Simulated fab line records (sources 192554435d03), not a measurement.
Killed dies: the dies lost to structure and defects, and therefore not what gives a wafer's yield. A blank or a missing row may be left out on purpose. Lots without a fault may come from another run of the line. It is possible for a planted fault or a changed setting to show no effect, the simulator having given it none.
The tool behind it: which one? + flow n5-finfet + 8 lots with 24 wafers sampled at 7 steps, on a route of 1938 steps

== WHAT THE GAUGES READ, wafer by wafer ==
N5_FIN_SAQP_THK_MEAS_05.
| lot  | measured    | on            | thk-nm (nm)    |
|------|-------------|---------------|----------------|
| L464 | day 4 03:34 | film-metro-02 | 37.5 37.7 37.6 |
| L467 | day 4 21:56 | film-metro-02 | 37.0 37.0 37.3 |
| L468 | day 5 03:28 | film-metro-02 | 37.6 38.1 38.3 |
| L469 | day 5 10:44 | film-metro-01 | 38.1 37.9 38.3 |
| L471 | day 5 21:37 | film-metro-02 | 37.3 38.0 38.5 |
| L473 | day 6 10:58 | film-metro-02 | 38.1 37.9 38.8 |
| L474 | day 6 15:07 | film-metro-01 | 38.4 38.9 38.7 |
| L476 | day 7 03:53 | film-metro-01 | 37.1 37.6 38.4 |

N5_FIN_SAQP_THK_MEAS_07.
| lot  | measured    | on            | thk-nm (nm)    |
|------|-------------|---------------|----------------|
| L464 | day 4 03:46 | film-metro-01 | 59.2 59.6 59.7 |
| L467 | day 4 22:08 | film-metro-02 | 59.6 59.6 58.9 |
| L468 | day 5 03:41 | film-metro-01 | 34.9 35.9 35.8 |
| L469 | day 5 10:56 | film-metro-02 | 34.5 34.7 35.1 |
| L471 | day 5 21:49 | film-metro-02 | 59.6 61.1 61.8 |
| L473 | day 6 11:10 | film-metro-01 | 60.8 59.3 60.4 |
| L474 | day 6 15:19 | film-metro-02 | 58.6 60.1 59.3 |
| L476 | day 7 04:05 | film-metro-01 | 59.1 59.5 61.7 |

N5_BEOL_M4_RC_MEAS_101.
| lot  | measured     | on        | DIBL_N (mV/V)  | DIBL_P (mV/V)  | IOFF_N (nA/um) | IOFF_P (nA/um) | ION_N (uA/um) | ION_P (uA/um) | SS_N (mV/dec)  | SS_P (mV/dec)  | VT_N (mV)   | VT_P (mV)      |
|------|--------------|-----------|----------------|----------------|----------------|----------------|---------------|---------------|----------------|----------------|-------------|----------------|
| L464 | day 10 11:44 | prober-01 | 34.5 34.3 34.4 | 35.0 34.6 34.0 | 0.14 0.13 0.13 | 0.21 0.20 0.18 | 673 668 670   | 467 465 460   | 70.8 70.4 71.1 | 72.9 72.5 72.6 | 249 252 252 | -248 -251 -251 |
| L467 | day 11 05:12 | prober-01 | 37.9 37.9 35.4 | 39.9 39.9 36.6 | 0.20 0.20 0.16 | 0.28 0.29 0.24 | 682 694 678   | 468 481 470   | 72.1 72.4 71.5 | 74.6 73.7 73.3 | 244 245 248 | -246 -246 -248 |
| L468 | day 11 09:48 | prober-01 | 37.6 35.4 39.6 | 38.4 36.5 41.7 | 0.19 0.17 0.26 | 0.25 0.22 0.33 | 678 679 688   | 467 470 481   | 71.1 71.9 72.7 | 73.8 73.1 74.7 | 250 249 242 | -248 -248 -241 |
| L469 | day 12 04:51 | prober-02 | 34.6 37.4 34.8 | 34.6 38.7 35.9 | 0.13 0.17 0.13 | 0.19 0.25 0.21 | 669 674 665   | 464 462 458   | 71.6 72.4 72.0 | 72.6 74.2 73.4 | 253 249 253 | -252 -248 -250 |
| L471 | day 12 05:36 | prober-01 | 37.9 37.9 36.9 | 38.1 37.8 36.9 | 0.19 0.19 0.17 | 0.26 0.26 0.23 | 691 697 681   | 474 472 464   | 72.3 72.0 71.6 | 73.6 73.1 73.2 | 248 245 248 | -245 -245 -249 |
| L473 | day 14 00:33 | prober-01 | 33.4 39.1 38.7 | 32.6 40.0 39.9 | 0.12 0.22 0.21 | 0.18 0.32 0.30 | 668 695 685   | 465 480 468   | 70.8 72.0 72.5 | 72.4 74.7 74.8 | 254 245 247 | -252 -243 -247 |
| L474 | day 12 11:17 | prober-02 | 35.3 39.6 34.0 | 36.7 39.8 33.5 | 0.16 0.24 0.14 | 0.24 0.31 0.20 | 681 696 660   | 470 475 460   | 71.8 73.1 71.3 | 73.5 74.0 72.9 | 248 248 251 | -247 -246 -250 |
| L476 | day 14 02:49 | prober-02 | 36.8 38.6 34.2 | 36.9 37.4 32.8 | 0.16 0.20 0.13 | 0.20 0.21 0.16 | 672 692 664   | 463 465 452   | 71.1 71.9 71.2 | 73.5 73.9 71.9 | 249 247 252 | -253 -251 -254 |

== EACH LOT AND THE TOOL THAT RAN IT (in order: tool; ch and the chambers of the sampled wafers; start) ==
| lot  | N5_PMOS_HMC_CHANNEL_EPI_HM_OPEN_15 | N5_FIN_SAQP_PECVD_06           | N5_FIN_SAQP_DESCUM_21             | N5_FIN_SAQP_MANDREL_ETCH_22     |
|------|------------------------------------|--------------------------------|-----------------------------------|---------------------------------|
| L464 | rie-diel-06 ch 0,1, day 3 23:53    | pecvd-01 ch 1,2, day 4 03:40   | rie-diel-04 ch 0,2,3, day 4 04:24 | rie-si-06 ch 0,2,3, day 4 04:41 |
| L467 | rie-diel-06 ch 1,2,3, day 4 17:52  | pecvd-01 ch 0,1,2, day 4 22:03 | rie-diel-02 ch 0,2,3, day 4 22:46 | rie-si-05 ch 0,2,3, day 4 23:03 |
| L468 | rie-diel-06 ch 1,2,3, day 4 23:59  | pecvd-01 ch 0,1, day 5 03:35   | rie-diel-02 ch 0,1,2, day 5 04:20 | rie-si-06 ch 0,2, day 5 04:37   |
| L469 | rie-diel-05 ch 0,1,2, day 5 06:31  | pecvd-01 ch 0,1, day 5 10:51   | rie-diel-01 ch 0,2,3, day 5 11:31 | rie-si-05 ch 0,1,3, day 5 11:48 |
| L471 | rie-diel-05 ch 1,2,3, day 5 18:18  | pecvd-04 ch 0,2, day 5 21:44   | rie-diel-01 ch 2,3, day 5 22:43   | rie-si-04 ch 0,3, day 5 22:59   |
| L473 | rie-diel-03 ch 1,2, day 6 07:38    | pecvd-02 ch 0,1, day 6 11:05   | rie-diel-04 ch 1,2,3, day 6 12:02 | rie-si-05 ch 2,3, day 6 12:20   |
| L474 | rie-diel-03 ch 1,2,3, day 6 11:25  | pecvd-02 ch 0,2, day 6 15:14   | rie-diel-02 ch 1,3, day 6 15:59   | rie-si-05 ch 0,1, day 6 16:16   |
| L476 | rie-diel-03 ch 0,1,2, day 7 00:01  | pecvd-02 ch 0,1,2, day 7 04:00 | rie-diel-01 ch 1,2,3, day 7 04:50 | rie-si-05 ch 0,1,2, day 7 05:07 |
- N5_PMOS_HMC_CHANNEL_EPI_HM_OPEN_15: chemistry CHF3/O2, target SiO2, target depth 40.6 nm, time 20.3 s.
- N5_FIN_SAQP_PECVD_06: deposits a-Si from SiH4/He, target thk 60 nm, time 48.1 s.
- N5_FIN_SAQP_DESCUM_21: chemistry O2, time 7.9 s.
- N5_FIN_SAQP_MANDREL_ETCH_22: etches a-Si in HBr/Cl2, stops on SiNx, target depth 60 nm, bt time 10 s, time 30 s.

== AS READ BY THE TOOLS THEMSELVES (means over the sampled wafers that have a number; for cases with no such wafer, the mark the record gives instead) ==
N5_PMOS_HMC_CHANNEL_EPI_HM_OPEN_15.
| lot  | tool        | chamber-pressure-mTorr (mTorr) | drypump-motor-current-A (A) | oes_f_703_au (a.u.) | oes-product-au (a.u.) | rf-vpp-V (V) | showerhead-plenum-p-Torr (Torr) | throttle-valve-pct (%) |
|------|-------------|--------------------------------|-----------------------------|---------------------|-----------------------|--------------|---------------------------------|------------------------|
| L464 | rie-diel-06 | 29.982                         | 5.86                        | 0.76                | 0.76                  | 518          | 2.44                            | 18.99                  |
| L467 | rie-diel-06 | 30.005                         | 5.69                        | 0.83                | 0.82                  | 525          | 2.42                            | 18.74                  |
| L468 | rie-diel-06 | 30.007                         | 5.69                        | 0.83                | 0.82                  | 526          | 2.42                            | 18.75                  |
| L469 | rie-diel-05 | 29.986                         | 5.88                        | 0.69                | 0.71                  | 525          | 2.43                            | 19.04                  |
| L471 | rie-diel-05 | 29.994                         | 5.85                        | 0.80                | 0.81                  | 522          | 2.42                            | 19.06                  |
| L473 | rie-diel-03 | 30.012                         | 6.12                        | 0.78                | 0.79                  | 526          | 2.52                            | 18.53                  |
| L474 | rie-diel-03 | 30.015                         | 5.84                        | 0.81                | 0.81                  | 527          | 2.47                            | 18.68                  |
| L476 | rie-diel-03 | 30.015                         | 5.89                        | 0.85                | 0.85                  | 527          | 2.51                            | 18.60                  |

N5_FIN_SAQP_PECVD_06.
| lot  | tool     | chamber-pressure-Torr (Torr) | heater-power-w (W) | showerhead-plenum-p-Torr (Torr) | susceptor-temp-C (C) | throttle-valve-pct (%) |
|------|----------|------------------------------|--------------------|---------------------------------|----------------------|------------------------|
| L464 | pecvd-01 | 2.993                        | 859                | 5.66                            | 400.05               | 17.4                   |
| L467 | pecvd-01 | 2.998                        | 879                | 5.69                            | 399.93               | 17.8                   |
| L468 | pecvd-01 | 3.005                        | 902                | 5.68                            | -                    | 18.7                   |
| L469 | pecvd-01 | 3.004                        | 934                | 5.69                            | -                    | 18.6                   |
| L471 | pecvd-04 | 3.004                        | 846                | 5.74                            | 400.11               | 17.2                   |
| L473 | pecvd-02 | 2.992                        | 686                | 5.63                            | 400.30               | 18.7                   |
| L474 | pecvd-02 | 2.996                        | 798                | 5.70                            | 400.04               | 17.1                   |
| L476 | pecvd-02 | 3.003                        | 764                | 5.65                            | 400.06               | 17.9                   |

N5_FIN_SAQP_DESCUM_21.
| lot  | tool        | chamber-pressure-mTorr (mTorr) | drypump-motor-current-A (A) | oes-product-au (a.u.) | rf-vpp-V (V) | showerhead-plenum-p-Torr (Torr) | throttle-valve-pct (%) |
|------|-------------|--------------------------------|-----------------------------|-----------------------|--------------|---------------------------------|------------------------|
| L464 | rie-diel-04 | 20.013                         | 5.5                         | 0.92                  | 242.7        | 2.10                            | 20.20                  |
| L467 | rie-diel-02 | 20.000                         | 5.6                         | 0.83                  | 243.3        | 2.10                            | 20.26                  |
| L468 | rie-diel-02 | 19.998                         | 5.7                         | 0.82                  | 242.7        | 2.03                            | 20.36                  |
| L469 | rie-diel-01 | 20.006                         | 6.0                         | 0.84                  | 243.0        | 2.06                            | 20.35                  |
| L471 | rie-diel-01 | 20.016                         | 5.8                         | 0.80                  | 243.1        | 2.09                            | 20.38                  |
| L473 | rie-diel-04 | 20.013                         | 5.2                         | 0.85                  | 242.5        | 2.09                            | 20.31                  |
| L474 | rie-diel-02 | 20.012                         | 6.0                         | 0.78                  | 243.2        | 2.07                            | 20.29                  |
| L476 | rie-diel-01 | 20.000                         | 5.6                         | 0.75                  | 241.3        | 2.04                            | 20.53                  |

N5_FIN_SAQP_MANDREL_ETCH_22.
| lot  | tool      | chamber-pressure-mTorr (mTorr) | drypump-motor-current-A (A) | oes-product-au (a.u.) | throttle-valve-pct (%) |
|------|-----------|--------------------------------|-----------------------------|-----------------------|------------------------|
| L464 | rie-si-06 | 10.003                         | 5.9                         | 0.760                 | 35.4                   |
| L467 | rie-si-05 | 9.992                          | 5.8                         | 0.768                 | 35.1                   |
| L468 | rie-si-06 | 10.001                         | 5.6                         | 0.577                 | 36.0                   |
| L469 | rie-si-05 | 10.003                         | 6.1                         | 0.581                 | 35.5                   |
| L471 | rie-si-04 | 9.993                          | 5.6                         | 0.757                 | 35.1                   |
| L473 | rie-si-05 | 10.001                         | 5.5                         | 0.780                 | 34.9                   |
| L474 | rie-si-05 | 9.995                          | 6.1                         | 0.777                 | 34.9                   |
| L476 | rie-si-05 | 10.001                         | 5.8                         | 0.782                 | 34.9                   |

== THE ANSWER, worked out from the rows above alone ==
Rule: what is usual is taken from the lots themselves. Put in order of their means at a reading, lots are off if they are a third of the lots or fewer, leave a main group of 4 or more, and stand apart from it by a gap of 3 or more times the standard deviation of the main group's means; of several such gaps the widest counts. Not used: any main group whose means are identical at the precision the tables above print for the reading. A lot without any number at a reading at which 4 lots or more have one is off too. The other lots that the step has rows for count as sound. The gauges are gone through in route order, then the tools' own readings, and for those a lot's mean is taken as printed above. The first step at which some lot is off is used, and at that step the reading that is off furthest; a lot without a number counts as furthest.
Off: L468, L469, at N5_FIN_SAQP_THK_MEAS_07 (thk-nm). For the main group the mean is 59.9 nm and the standard deviation 0.54.
A tool fits if, at a process step before that reading, it ran every lot that is off, and no sound lot after the first of them. Not tried: the gauges at N5_FIN_SAQP_THK_MEAS_07; whatever is off there is also off at N5_FIN_SAQP_PECVD_06, on other tools, and gauge error can't account for it. One fits: N5_FIN_SAQP_PECVD_06 on pecvd-01. A fault onset in the window from L467 (day 4 22:03, its last sound lot) to L468 (day 5 03:35, its first lot off) fits.
Blank at N5_FIN_SAQP_PECVD_06 on the lots that are off, where sound lots have numbers: susceptor-temp-C.

== WHAT THE SIMULATOR PUT IN ==
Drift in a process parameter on pecvd-01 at N5_FIN_SAQP_PECVD_06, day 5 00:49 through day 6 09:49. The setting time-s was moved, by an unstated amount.
Struck lots among those shown: L468, L469. The same result came from the rule above.
